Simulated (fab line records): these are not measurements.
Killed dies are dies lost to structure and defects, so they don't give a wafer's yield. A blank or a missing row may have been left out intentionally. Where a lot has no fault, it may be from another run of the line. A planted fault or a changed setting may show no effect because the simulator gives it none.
Matching of chambers	flow n5 finfet	rie si-02 running N5_BEOL_M0_SAQP_ETCH_102: 4 sister chambers
The step etches SiO2 in CF4, target depth 4 nm, time 4.4 s. 4 wafers are shown with their chamber, then 9 later ones without.

== WAFERS, EACH WITH ITS CHAMBER ==
wafer	chamber	throttle valve pct (%)
L187.2	2	21.6
L192.2	3	21.5
L194.5	0	22.5
L194.6	1	22.1

== WAFERS WHOSE CHAMBER IS MISSING ==
wafer	throttle valve pct (%)
L195.1	21.6
L195.2	22.6
L195.5	21.5
L196.2	21.6
L196.4	22.5
L196.6	22.5
L197.3	22.1
L197.5	22.1
L197.6	22.5

== CHAMBER TAKEN BY EACH ==
wafer	from the rows above	in truth
L195.1	2	2
L195.2	0	0
L195.5	3	3
L196.2	2	2
L196.4	0	0
L196.6	0	0
L197.3	1	1
L197.5	1	1
L197.6	0	0
Correctly placed: 9 of 9. Can't be placed from these rows: 0. Wrongly placed: 0.
How it was worked out, from the rows above alone: a wafer's distance from a chamber is the root of the sum, over the readings, of the square of ((its reading less the chamber's mean) divided by the reading's scatter). The wafer belongs to the nearest chamber; if the next one is less than 2 further off, it can't be placed. The mean given for a chamber averages the wafers shown for that chamber. The scatter: root of mean squared gap, hidden wafer to nearest shown wafer, with one shown wafer a chamber.
